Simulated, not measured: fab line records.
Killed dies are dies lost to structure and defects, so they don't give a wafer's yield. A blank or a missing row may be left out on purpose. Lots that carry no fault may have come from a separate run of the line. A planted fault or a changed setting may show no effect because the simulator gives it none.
fab line records	flow nandHarc
record lots=6	wafers=18	lastDay=33
route steps=1302 shown A_STAIRCASE@832 END@1302
lots that met no fault: taken from a fault-free run of the same line
startH: start of the lot's first displayed wafer, in hours after the record's first day	waitH: hours elapsed since this lot's preceding step	" the same as in the row above	L1.1+2: a row that stands for several wafers	- either no value or no given start	* or withheld: withheld	< > ~ a bound
route shown NAME@n: NAME is a module with steps in the file, n the number in the route of the first one	usual: average and standard deviation across the fault-free wafers	same: alike in all rows	chamber/n: place in a boat	sites: the reading at each site	_std_site: standard deviation of those values	_edge_site: outer sites' mean less inner sites'	radiusMm: how far each site lies from the wafer's centre	mask NAME#n: copy n	behind: the last tool/chamber to shape the wafer	hold: the reason the lot was held/the length of the hold in hours/how it ended	device: whichever transistor did not switch (one of n, p or np)	end of line: the tests these same wafers got at the end of their route	step lacking rows: just its recipe	killed: not the wafer's yield, but the dies lost to structure and defects at the first sort	map: a wafer's dies, marking killed ones x, the rest . and places with no die _
set.NAME: the setting as run; set.NAME@STEP: as run at that earlier step	model.NAME: the simulator's own value behind a step, which no gauge read
lots at some steps of the route; a table a step, a row a wafer
services: the hour from which a tool's chamber was out of use, counted from the record's first day as startH (under 0 if before that day), plus the number of hours and why
## steps
# step NHARC_A_STAIRCASE_HM_OPEN_463
# recipe o2FlowSccm=400	cosFlowSccm=20	arFlowSccm=0	rfW=500	biasW=300	chemistry=O2/COS
# step NHARC_A_STAIRCASE_STRIP_464
# recipe o2FlowSccm=400	cosFlowSccm=20	arFlowSccm=0	biasW=0	chemistry=O2/COS
# step NHARC_A_STAIRCASE_ETCH_453
# recipe targetDepthA=300	overetchA=30	timeS=16.5	ionEnergyEv=100	cf4FlowSccm=80	o2FlowSccm=20	arFlowSccm=0	rfW=300	biasW=100	chemistry=CF4/O2
# step NHARC_A_STAIRCASE_ETCH_315
# recipe targetDepthA=25000	timeS=607.1	ionEnergyEv=800	c4f8FlowSccm=80	o2FlowSccm=60	arFlowSccm=withheld	rfW=600	biasW=3000	chemistry=C4F8/O2/Ar
# usual oesProductAu=0.932/0.0095	rfVppV=1829/10
lot.wafer	tool	chamber	startH	waitH	oesProductAu	rfHoursCounterH	rfVppV
L490.2	rieDiel-12	1	-	-	0.947	42	1830
L490.3	"	2	"	"	0.962	39	1834
L490.1	"	3	"	"	0.936	40	1808
L496.1	rieDiel-09	2	-	-	0.927	41	1829
L496.4	"	0	"	"	0.935	45	1834
L496.5	"	2	"	"	0.928	-	1827
L498.3	rieDiel-02	0	-	-	0.937	27	1841
L498.4	"	1	"	"	0.931	30	1814
L498.5	"	0	"	"	0.929	-	1842
L503.1	rieDiel-02	1	-	-	0.918	45	1812
L503.4	"	3	"	"	0.930	39	1835
L503.2	"	0	"	"	0.917	45	1840
L504.4	rieDiel-12	2	-	-	0.943	23	1833
L504.1	"	3	"	"	0.927	22	1847
L504.6	"	2	"	"	0.942	-	1831
L511.1	rieDiel-12	3	-	-	0.912	55	1845
L511.3	"	1	"	"	0.950	57	1826
L511.5	"	3	"	"	0.911	-	1846
# step NHARC_A_STAIRCASE_STRIP_316
# recipe o2FlowSccm=500	arFlowSccm=0	biasW=0	chemistry=O2
# step NHARC_A_STAIRCASE_STRIP_317
# recipe timeS=900	tempC=130	chemistry=SPM
# step NHARC_A_STAIRCASE_PRECLEAN_318
# recipe timeS=*	tempC=50	bathAgeMin=0	chemistry=SC1
# step NHARC_A_STAIRCASE_SRD_329
# step NHARC_A_STAIRCASE_ALD_415
# recipe targetThkA=300	pulseTimeS=6	aldCycles=300	tempC=300	material=SiO2
# step NHARC_A_STAIRCASE_ETCHBACK_416
# recipe targetDepthA=360	timeS=7.2	c4f8FlowSccm=withheld	o2FlowSccm=8	arFlowSccm=withheld	rfW=600	biasW=800	chemistry=C4F8/O2/Ar
# usual oesProductAu=0.94/0.032	rfVppV=725/4
lot.wafer	tool	chamber	startH	waitH	oesProductAu	rfHoursCounterH	rfVppV
L490.1	rieDiel-09	0	-	-	0.99	25	727
L490.3	"	1	"	"	1.01	18	720
L490.2	"	3	"	"	1.02	28	731
L496.1	rieDiel-12	2	-	-	1.01	1	725
L496.5	"	3	"	"	0.99	-	732
L496.4	"	1	"	"	1.00	-	725
L498.4	rieDiel-12	3	-	-	0.91	11	732
L498.3	"	2	"	"	0.93	7	727
L498.5	"	3	"	"	0.91	-	730
L503.4	rieDiel-12	3	-	-	0.92	21	732
L503.1	"	0	"	"	0.93	27	723
L503.2	"	1	"	"	0.93	28	727
L504.1	rieDiel-02	1	-	-	0.92	49	719
L504.4	"	2	"	"	0.92	43	720
L504.6	"	1	"	"	0.91	-	717
L511.1	rieDiel-12	1	-	-	0.94	57	722
L511.3	"	2	"	"	0.93	59	724
L511.5	"	0	"	"	0.93	-	724
# step NHARC_A_STAIRCASE_STRIP_476
# recipe timeS=20	o2FlowSccm=500	arFlowSccm=0	biasW=0	chemistry=O2
# usual drypumpMotorCurrentA=5.86/0.25	oesProductAu=1.000/0.011	rfVppV=57.9/0.91	showerheadPlenumPTorr=3.59/0.13	throttleValvePct=17.036/0.0086
lot.wafer	tool	chamber	startH	waitH	drypumpMotorCurrentA	oesProductAu	rfHoursCounterH	rfVppV	showerheadPlenumPTorr	throttleValvePct
L490.1	rieDiel-09	0	399.65	0.1	5.98	1.007	25	56.8	3.65	17.032
L490.2	"	1	"	"	5.90	1.007	18	56.6	3.44	17.047
L490.3	"	3	"	"	5.84	1.024	28	59.2	3.76	17.037
L496.1	rieDiel-12	3	458.03	0.1	5.90	1.005	1	57.5	3.81	17.050
L496.4	"	1	"	"	5.86	0.995	-	58.9	3.57	17.053
L496.5	"	2	"	"	5.64	1.024	-	57.2	3.61	17.028
L498.4	rieDiel-12	3	487.64	0.1	5.89	0.977	11	59.2	3.80	17.041
L498.3	"	2	"	"	5.65	1.013	7	58.0	3.61	17.021
L498.5	"	3	"	"	5.89	0.988	-	57.2	3.80	17.044
L503.2	rieDiel-12	1	531.07	0.1	5.88	1.005	28	57.3	3.55	17.049
L503.1	"	2	"	"	5.68	1.007	21	57.3	3.60	17.038
L503.4	"	3	"	"	5.88	0.979	21	58.7	3.80	17.017
L504.1	rieDiel-02	3	537.53	0.1	5.28	1.003	42	57.6	3.63	17.028
L504.4	"	0	"	"	6.15	0.998	48	59.7	3.71	17.028
L504.6	"	2	"	"	5.79	0.995	-	58.9	3.42	17.042
L511.3	rieDiel-12	2	618.43	0.1	5.67	1.011	59	56.8	3.58	17.032
L511.1	"	3	"	"	5.90	0.988	56	57.9	3.78	17.041
L511.5	"	3	"	"	5.89	0.990	-	57.0	3.78	17.045
# step NHARC_A_STAIRCASE_DEP_417
# recipe targetThkA=600	stepCoveragePct=20	tempC=400	targetThkNm=60	flowSccm=200	rfW=450	material=Si3N4
# usual heaterPowerW=688/57
lot.wafer	tool	chamber	startH	waitH	heaterPowerW
L490.1	pecvd-01	0	399.75	-	606
L490.3	"	1	"	"	650
L490.2	"	2	"	"	631
L496.1	pecvd-03	0	458.18	-	720
L496.5	"	2	"	"	757
L496.4	"	1	"	"	709
L498.3	pecvd-02	0	487.83	-	607
L498.4	"	1	"	"	662
L498.5	"	0	"	"	616
L503.1	pecvd-02	1	531.16	-	784
L503.2	"	0	"	"	598
L503.4	"	0	"	"	599
L504.1	pecvd-02	1	537.62	-	725
L504.6	"	1	"	"	752
L504.4	"	2	"	"	735
L511.1	pecvd-02	2	618.59	-	571
L511.3	"	1	"	"	678
L511.5	"	0	"	"	738
# step NHARC_A_STAIRCASE_WET_418
# recipe tempC=160	targetDepthA=200	chemistry=H3PO4
# step NHARC_A_STAIRCASE_PRECLEAN_419
# recipe timeS=*	tempC=50	bathAgeMin=0	chemistry=SC1
# step NHARC_A_STAIRCASE_SRD_421
# step NHARC_A_STAIRCASE_ALD_420
# recipe targetThkA=200	pulseTimeS=6	aldCycles=200	tempC=300	material=SiO2
# step NHARC_A_STAIRCASE_CVD_552
# recipe targetThkA=400	tempC=700	pressureMtorr=300	material=SiNx
# step NHARC_A_STAIRCASE_DEP_151
# recipe targetThkA=72000	tempC=400	targetThkNm=7200	teosFlowSccm=200	rfW=500	material=SiO2
# usual heaterPowerW=640/60
lot.wafer	tool	chamber	startH	waitH	heaterPowerW
L490.3	pecvd-01	1	410.71	0.5	683
L490.1	"	2	"	"	721
L490.2	"	0	"	"	677
L496.1	pecvd-03	0	469.17	0.6	738
L496.4	"	2	"	"	582
L496.5	"	0	"	"	603
L498.3	pecvd-03	1	498.73	0.6	746
L498.5	"	0	"	"	609
L498.4	"	1	"	"	611
L503.2	pecvd-03	2	542.12	0.5	709
L503.1	"	0	"	"	675
L503.4	"	1	"	"	610
L504.1	pecvd-02	2	548.66	0.6	721
L504.4	"	0	"	"	573
L504.6	"	1	"	"	625
L511.3	pecvd-01	1	631.29	0.4	586
L511.1	"	0	"	"	663
L511.5	"	2	"	"	636
# step NHARC_A_STAIRCASE_ANNEAL_320
# recipe tempC=750	timeS=1800
# step NHARC_A_STAIRCASE_DEP_322
# recipe targetThkA=72000	tempC=400	targetThkNm=7200	teosFlowSccm=200	rfW=500	material=SiO2
# step NHARC_A_STAIRCASE_ANNEAL_323
# recipe tempC=750	timeS=1800
# step NHARC_A_STAIRCASE_DEP_325
# recipe targetThkA=72000	tempC=400	targetThkNm=7200	teosFlowSccm=200	rfW=500	material=SiO2
# usual heaterPowerW=637/62
lot.wafer	tool	chamber	startH	waitH	heaterPowerW
L490.3	pecvd-01	0	429.04	0.1	611
L490.1	"	1	"	"	561
L490.2	"	2	"	"	717
L496.1	pecvd-01	2	484.03	0.2	651
L496.5	"	1	"	"	583
L496.4	"	0	"	"	573
L498.3	pecvd-03	2	516.93	0.2	668
L498.5	"	1	"	"	610
L498.4	"	0	"	"	614
L503.2	pecvd-01	2	559.28	0.1	785
L503.1	"	0	"	"	679
L503.4	"	1	"	"	583
L504.1	pecvd-02	0	567.26	0.3	621
L504.4	"	1	"	"	628
L504.6	"	2	"	"	594
L511.1	pecvd-02	2	647.93	0.5	686
L511.3	"	0	"	"	688
L511.5	"	2	"	"	548
# step NHARC_A_STAIRCASE_ANNEAL_326
# recipe tempC=750	timeS=1800
# step NHARC_A_STAIRCASE_DEHYDRATE_433
# recipe tempC=150	timeS=120
# step NHARC_A_STAIRCASE_HMDS_434
# recipe timeS=30
# step NHARC_A_STAIRCASE_COAT_435
# recipe spinRpm=1200
# step NHARC_A_STAIRCASE_SOFTBAKE_436
# recipe tempC=135	timeS=170
# step NHARC_A_STAIRCASE_EBR_437
# step NHARC_A_STAIRCASE_EXPOSE_438
# recipe na=0.5	doseMj=28.97	maskId=STAIR_REV
# step NHARC_A_STAIRCASE_PEB_439
# recipe pebTempC=115	pebTimeS=130
# step NHARC_A_STAIRCASE_DEVELOP_440
# recipe timeS=140
# step NHARC_A_STAIRCASE_HARDBAKE_442
# recipe tempC=120	timeS=140
# step NHARC_A_STAIRCASE_DESCUM_443
# recipe timeS=3	o2FlowSccm=200	arFlowSccm=0	biasPowerW=0	chemistry=O2
# step NHARC_A_STAIRCASE_ETCH_444
# recipe targetDepthA=2.04e+05	timeS=6800	c4f8FlowSccm=20	o2FlowSccm=10	arFlowSccm=withheld	rfW=600	biasW=1000	chemistry=C4F8/O2
# step NHARC_A_STAIRCASE_STRIP_446
# recipe powerW=1500	tempC=250	chemistry=O2
# step NHARC_A_STAIRCASE_STRIP_447
# recipe timeS=900	tempC=130	chemistry=SPM
# step NHARC_END_SORT_01
# recipe tempC=25
# usual killedAtArray=56/19	killedAtOther=0.8/1.1	killedAtPeriphery=3.4/2.5	killedDies=60/19	killedOpen=2.9/1.7	killedShort=2.4/1.6
# same grossDies=677
lot.wafer	tool	chamber	startH	waitH	killedAtArray	killedAtOther	killedAtPeriphery	killedDies	killedOpen	killedShort
L496.1	prober-02	0	631.66	2.5	68	4	8	80	3	4
L496.4	prober-02	0	634.08	3.4	76	3	14	93	7	6
L496.5	prober-02	0	634.89	3.7	75	3	8	86	2	3
L498.3	prober-02	0	660.68	3.1	73	0	0	73	3	0
L498.4	prober-02	0	661.48	3.4	67	0	4	71	4	2
L498.5	prober-02	0	662.28	3.7	68	2	2	72	3	3
L503.1	prober-02	0	709.12	2.6	122	0	3	125	4	2
L503.2	prober-02	0	709.91	2.8	31	1	3	35	3	2
L503.4	prober-02	0	711.49	3.4	27	1	2	30	2	1
L504.1	prober-01	0	716.85	2.5	186	0	5	191	2	2
L504.6	prober-01	0	720.83	4.0	180	0	1	181	1	2
L511.1	prober-01	0	793.53	2.5	49	1	4	54	4	5
L511.3	prober-01	0	795.13	3.1	36	0	6	42	3	1
L511.5	prober-01	0	796.74	3.7	56	1	2	59	3	4
# killed by level:class
L496.1 A_SLIT:chamberFilmFlake=31 A_CHANNEL_HOLE_D2:chamberFilmFlake=19 A_CONTACT:chamberFilmFlake=6 P_CONTACT:chamberFilmFlake=5 A_CHANNEL_HOLE_D1:chamberFilmFlake=4 THIN_TSV:chamberFilmFlake=4 A_DECK1_JOINT:geometricParticle:short=2 P_M2:geometricParticle:open=1
L496.4 A_SLIT:chamberFilmFlake=30 A_CHANNEL_HOLE_D2:chamberFilmFlake=27 P_CONTACT:chamberFilmFlake=9 A_CHANNEL_HOLE_D1:chamberFilmFlake=3 THIN_TSV:chamberFilmFlake=3 A_CONTACT:chamberFilmFlake=3 P_M0:geometricParticle:short=2 A_DECK1_JOINT:geometricParticle:open=2
L496.5 A_SLIT:chamberFilmFlake=29 A_CHANNEL_HOLE_D2:chamberFilmFlake=28 A_CONTACT:chamberFilmFlake=9 P_CONTACT:chamberFilmFlake=6 THIN_TSV:chamberFilmFlake=3 A_CHANNEL_HOLE_D1:chamberFilmFlake=2 P_M0:geometricParticle:open=1 P_M1:geometricParticle:open=1
L498.3 A_SLIT:chamberFilmFlake=38 A_CHANNEL_HOLE_D1:chamberFilmFlake=26 A_CHANNEL_HOLE_D2:chamberFilmFlake=3 A_M0:chamberFilmFlake=2 A_CHANNEL_HOLE_D1:geometricParticle:open=1 A_CHANNEL_FILL_D2:geometricParticle:open=1 A_BLC:geometricParticle:open=1 A_WL_FILL:chamberFilmFlake=1
L498.4 A_SLIT:chamberFilmFlake=33 A_CHANNEL_HOLE_D1:chamberFilmFlake=23 A_STAIRCASE:chamberFilmFlake=3 A_CHANNEL_HOLE_D2:chamberFilmFlake=2 A_M0:chamberFilmFlake=2 P_CONTACT:geometricParticle:open=1 P_M0:geometricParticle:open=1 P_M2:geometricParticle:open=1
L498.5 A_CHANNEL_HOLE_D1:chamberFilmFlake=29 A_SLIT:chamberFilmFlake=27 A_M0:chamberFilmFlake=3 A_CHANNEL_HOLE_D2:chamberFilmFlake=2 THIN_TSV:chamberFilmFlake=2 A_CHANNEL_HOLE_D1:geometricParticle:short=1 A_CHANNEL_HOLE_D2:geometricParticle:short=1 A_CHANNEL_HOLE_D2:geometricParticle:open=1
L503.1 A_STAIRCASE:unspecified=100 A_CHANNEL_HOLE_D1:chamberFilmFlake=6 A_CONTACT:chamberFilmFlake=4 P_GATE:chamberFilmFlake=2 A_STAIRCASE:chamberFilmFlake=2 A_SLIT:chamberFilmFlake=2 A_WL_FILL:chamberFilmFlake=2 P_CONTACT:geometricParticle:open=1
L503.2 A_CHANNEL_HOLE_D1:chamberFilmFlake=13 A_SLIT:chamberFilmFlake=5 A_STAIRCASE:chamberFilmFlake=3 A_CONTACT:chamberFilmFlake=3 P_GATE:chamberFilmFlake=2 A_DECK1_JOINT:chamberFilmFlake=2 P_CONTACT:geometricParticle:open=1 A_SOURCE_PLATE:geometricParticle:open=1
L503.4 A_CHANNEL_HOLE_D1:chamberFilmFlake=10 A_CONTACT:chamberFilmFlake=7 A_SLIT:chamberFilmFlake=4 A_WL_FILL:chamberFilmFlake=2 P_CONTACT:geometricParticle:open=1 A_WL_FILL:geometricParticle:short=1 A_M0:geometricParticle:open=1 P_GATE:chamberFilmFlake=1
L504.1 A_STAIRCASE:unspecified=103 A_SLIT:chamberFilmFlake=29 A_CHANNEL_HOLE_D1:chamberFilmFlake=25 A_CHANNEL_HOLE_D2:chamberFilmFlake=24 P_M0:chamberFilmFlake=2 P_M0:geometricParticle:open=1 A_SOURCE_PLATE:geometricParticle:short=1 A_CHANNEL_FILL_D1:geometricParticle:open=1
L504.6 A_STAIRCASE:unspecified=99 A_CHANNEL_HOLE_D1:chamberFilmFlake=32 A_SLIT:chamberFilmFlake=24 A_CHANNEL_HOLE_D2:chamberFilmFlake=19 A_STAIRCASE:chamberFilmFlake=2 P_M0:geometricParticle:open=1 A_CHANNEL_FILL_D2:geometricParticle:short=1 A_SGD_CUT:geometricParticle:short=1
L511.1 A_CHANNEL_HOLE_D1:chamberFilmFlake=16 A_SLIT:chamberFilmFlake=13 A_STAIRCASE:chamberFilmFlake=6 A_DECK1_JOINT:geometricParticle:short=3 P_GATE:chamberFilmFlake=3 A_CONTACT:chamberFilmFlake=3 A_WL_FILL:geometricParticle:short=2 P_M0:geometricParticle:open=1
L511.3 A_CHANNEL_HOLE_D1:chamberFilmFlake=18 A_SLIT:chamberFilmFlake=5 P_GATE:chamberFilmFlake=4 A_STAIRCASE:chamberFilmFlake=4 A_CHANNEL_HOLE_D2:chamberFilmFlake=2 A_WL_FILL:chamberFilmFlake=2 P_M0:geometricParticle:open=1 A_CHANNEL_FILL_D1:geometricParticle:short=1
L511.5 A_CHANNEL_HOLE_D1:chamberFilmFlake=28 A_STAIRCASE:chamberFilmFlake=8 A_SLIT:chamberFilmFlake=7 A_WL_FILL:chamberFilmFlake=2 P_GATE:chamberFilmFlake=2 A_SOURCE_PLATE:geometricParticle:open=1 A_SOURCE_PLATE:geometricParticle:short=1 A_WL_FILL:geometricParticle:open=1
# map L503.1 (x killed, . not)
____________.____________
_________......._________
_______..........._______
______.............______
_____..x......x....._____
____..x..............____
____.................____
___...................___
___....x........x.....___
__x......xx...xx......x__
__........xx...........__
_.........x.x..........._
_.........x.x.x........._
_.....x...xxxxxx........_
_........xxxxxxxx......._
_.......xxxxxxxxx......._
.........xxxxxxx.x.x.....
.........xxxxxxx.........
.......xxxxxxxxxx........
........xxxxxxxxx.x......
........xxxxxxxxxx.....x.
_...x...xxxxxxxx........_
_..x....xxxxxxxx.x......_
_.......x.xxxxx........._
_.......x..xxxx........._
_.............x........._
__.........x...........__
__....x................__
___...................___
___.x.................___
____............x..x.____
____.................____
_____..............._____
______.............______
_______..........._______
_________......._________
____________.____________
# map L504.1 (x killed, . not)
____________.____________
_________......._________
_______..........._______
______.............______
_____x..........x.xx_____
____x..x...x....xxx..____
____x..........xx.xx.____
___xxx..x...x.x.xxxx..___
___xx.x...xx..xxxxx...___
__xxxx.....xxxxxxxx.x..__
__xxxxx...xxxxxx..x....__
_.xxxx...xxxxx.....x...._
_..x....x..xxxxx.x......_
_..x.xx..xxxxxxx........_
_.x......xxxxxxx........_
_.......xxxxxxxxx......._
.......xxxxxxxxxx........
.......xxxxxxxxxx........
.......xxxxxxxxx.........
........xxxxxxxxx........
........xxxxxxxxxx.......
_.......xxxxxxxxx.x....._
_......xxxxxxxxx........_
_.......xxxxxxxx.......x_
_.........xxxxx.....x..._
_..........xxx.........._
__.....................__
__.....................__
___...................___
___...........x.......___
____.................____
____.................____
_____..............._____
______.............______
_______..........._______
_________......._________
____________.____________
## services
tool	chamber	startH	hours	kind
pecvd-03	0	372.28	12.0	repair
pecvd-01	-	372.79	1.0	repair
rieDiel-12	0	375.97	-	clean
rieDiel-12	1	375.97	-	clean
rieDiel-09	2	384.43	16.1	repair
rieDiel-02	-	393.85	9.0	pm
pecvd-02	-	408.00	13.0	pm
pecvd-03	-	431.39	5.5	repair
rieDiel-12	-	445.96	9.0	pm
pecvd-02	-	455.62	4.2	repair
rieDiel-12	2	474.63	9.5	repair
rieDiel-09	1	490.75	10.6	repair
pecvd-01	-	492.00	13.0	pm
rieDiel-09	0	497.32	16.6	repair
rieDiel-09	-	497.91	9.0	pm
pecvd-03	-	547.06	13.0	pm
pecvd-01	-	551.01	1.0	repair
rieDiel-09	0	566.90	9.3	repair
rieDiel-02	-	570.88	9.0	pm
pecvd-02	-	576.44	1.1	repair
pecvd-02	-	589.00	13.0	pm
pecvd-01	-	614.32	0.3	repair
rieDiel-12	-	622.96	9.0	pm
pecvd-03	-	636.39	3.1	repair
## key
firstSign step=NHARC_END_SORT_01	reading=killedAtArray	direction=up	sigmas=5.7	usual=56	struck=163
effect step=NHARC_END_SORT_01	reading=killedDies	direction=up	sigmas=5.6	usual=60	struck=166
moreKillsBornAt NHARC_A_STAIRCASE_DEP_417@pecvd-02=302
metAt NHARC_A_STAIRCASE_DEP_417
struckWafers L503.1,L504.1,L504.6
testerLeftOut L503,L504
onsetBetween 487.83 531.16
fault kind=chamberParticleSource	tool=pecvd-02	chamber=1	onsetH=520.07	steps=NHARC_A_STAIRCASE_DEP_417	ratePerVisitCm2=2.0045	endH=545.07
# testerLeftOut: of these lots the tester's yield and bins aren't shown, on N5 and GAA mostly nor the transistor test; their killed dies are dies lost to structure and defects alone, not to doping, threshold or leakage, so they don't give the yield
